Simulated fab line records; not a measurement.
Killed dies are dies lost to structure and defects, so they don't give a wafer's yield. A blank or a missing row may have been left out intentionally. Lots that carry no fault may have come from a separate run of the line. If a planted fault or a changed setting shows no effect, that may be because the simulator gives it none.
Matching of chambers || flow n5Finfet || N5_WELL_APT_DESCUM_30 on rieDiel-04: 4 sister chambers
The step chemistry O2, time 7.9 s. 14 wafers are shown with their chamber, then 7 later ones without.

== WAFERS PAIRED WITH THEIR CHAMBERS ==
{"wafer": "L076.1", "chamber": 0, "throttleValvePct (%)": 20.29, "drypumpMotorCurrentA (A)": 5.3, "showerheadPlenumPTorr (Torr)": 2.08}
{"wafer": "L076.2", "chamber": 1, "throttleValvePct (%)": 20.44, "drypumpMotorCurrentA (A)": 5.5, "showerheadPlenumPTorr (Torr)": 2.12}
{"wafer": "L076.4", "chamber": 3, "throttleValvePct (%)": 20.76, "drypumpMotorCurrentA (A)": 5.6, "showerheadPlenumPTorr (Torr)": 2.17}
{"wafer": "L077.1", "chamber": 1, "throttleValvePct (%)": 20.44, "drypumpMotorCurrentA (A)": 5.5, "showerheadPlenumPTorr (Torr)": 2.12}
{"wafer": "L077.4", "chamber": 2, "throttleValvePct (%)": 19.97, "drypumpMotorCurrentA (A)": 6.0, "showerheadPlenumPTorr (Torr)": 2.12}
{"wafer": "L077.5", "chamber": 1, "throttleValvePct (%)": 20.42, "drypumpMotorCurrentA (A)": 5.5, "showerheadPlenumPTorr (Torr)": 2.12}
{"wafer": "L078.3", "chamber": 0, "throttleValvePct (%)": 20.30, "drypumpMotorCurrentA (A)": 5.3, "showerheadPlenumPTorr (Torr)": 2.08}
{"wafer": "L078.4", "chamber": 2, "throttleValvePct (%)": 19.97, "drypumpMotorCurrentA (A)": 6.0, "showerheadPlenumPTorr (Torr)": 2.12}
{"wafer": "L078.5", "chamber": 2, "throttleValvePct (%)": 19.97, "drypumpMotorCurrentA (A)": 5.9, "showerheadPlenumPTorr (Torr)": 2.12}
{"wafer": "L080.2", "chamber": 0, "throttleValvePct (%)": 20.31, "drypumpMotorCurrentA (A)": 5.3, "showerheadPlenumPTorr (Torr)": 2.08}
{"wafer": "L080.5", "chamber": 0, "throttleValvePct (%)": 20.32, "drypumpMotorCurrentA (A)": 5.3, "showerheadPlenumPTorr (Torr)": 2.08}
{"wafer": "L080.6", "chamber": 1, "throttleValvePct (%)": 20.46, "drypumpMotorCurrentA (A)": 5.5, "showerheadPlenumPTorr (Torr)": 2.12}
{"wafer": "L089.1", "chamber": 3, "throttleValvePct (%)": 20.81, "drypumpMotorCurrentA (A)": 5.6, "showerheadPlenumPTorr (Torr)": 2.16}
{"wafer": "L089.4", "chamber": 0, "throttleValvePct (%)": 20.34, "drypumpMotorCurrentA (A)": 5.3, "showerheadPlenumPTorr (Torr)": 2.07}

SIGNATURES, as means of the wafers listed above
{"reading": "throttleValvePct", "chamber 0": 20.3120, "chamber 1": 20.4400, "chamber 2": 19.9700, "chamber 3": 20.7850, "scatter within a chamber": 0.0188}
{"reading": "drypumpMotorCurrentA", "chamber 0": 5.300, "chamber 1": 5.500, "chamber 2": 5.967, "chamber 3": 5.600, "scatter within a chamber": 0.0258}
{"reading": "showerheadPlenumPTorr", "chamber 0": 2.0780, "chamber 1": 2.1200, "chamber 2": 2.1200, "chamber 3": 2.1650, "scatter within a chamber": 0.00361}
Rule: a wafer's distance from a chamber is the root of the sum, over the readings, of the square of ((its reading less the chamber's mean) divided by the reading's scatter). If the next closest chamber is less than 2 further off than the closest, the wafer can't be placed; otherwise it belongs to the closest. How the scatter is found: for the shown wafers, subtract from each reading the mean of its chamber, square and add these, divide the total by (wafers less chambers), then take the root.

== WAFERS WITH NO CHAMBER GIVEN ==
{"wafer": "L089.5", "throttleValvePct (%)": 20.01, "drypumpMotorCurrentA (A)": 6.0, "showerheadPlenumPTorr (Torr)": 2.11}
{"wafer": "L091.3", "throttleValvePct (%)": 20.00, "drypumpMotorCurrentA (A)": 6.0, "showerheadPlenumPTorr (Torr)": 2.11}
{"wafer": "L091.4", "throttleValvePct (%)": 20.83, "drypumpMotorCurrentA (A)": 5.6, "showerheadPlenumPTorr (Torr)": 2.16}
{"wafer": "L091.5", "throttleValvePct (%)": 20.49, "drypumpMotorCurrentA (A)": 5.5, "showerheadPlenumPTorr (Torr)": 2.11}
{"wafer": "L094.2", "throttleValvePct (%)": 20.03, "drypumpMotorCurrentA (A)": 5.9, "showerheadPlenumPTorr (Torr)": 2.10}
{"wafer": "L094.3", "throttleValvePct (%)": 20.49, "drypumpMotorCurrentA (A)": 5.6, "showerheadPlenumPTorr (Torr)": 2.11}
{"wafer": "L094.5", "throttleValvePct (%)": 20.34, "drypumpMotorCurrentA (A)": 5.3, "showerheadPlenumPTorr (Torr)": 2.07}

== WHICH CHAMBER EACH ONE RAN IN ==
{"wafer": "L089.5", "from the rows above": 2, "in truth": 2}
{"wafer": "L091.3", "from the rows above": 2, "in truth": 2}
{"wafer": "L091.4", "from the rows above": 3, "in truth": 3}
{"wafer": "L091.5", "from the rows above": 1, "in truth": 1}
{"wafer": "L094.2", "from the rows above": 2, "in truth": 2}
{"wafer": "L094.3", "from the rows above": 1, "in truth": 1}
{"wafer": "L094.5", "from the rows above": 0, "in truth": 0}
Placed correctly: 7 of 7. Left unplaced by these rows: 0. Wrongly placed: 0.
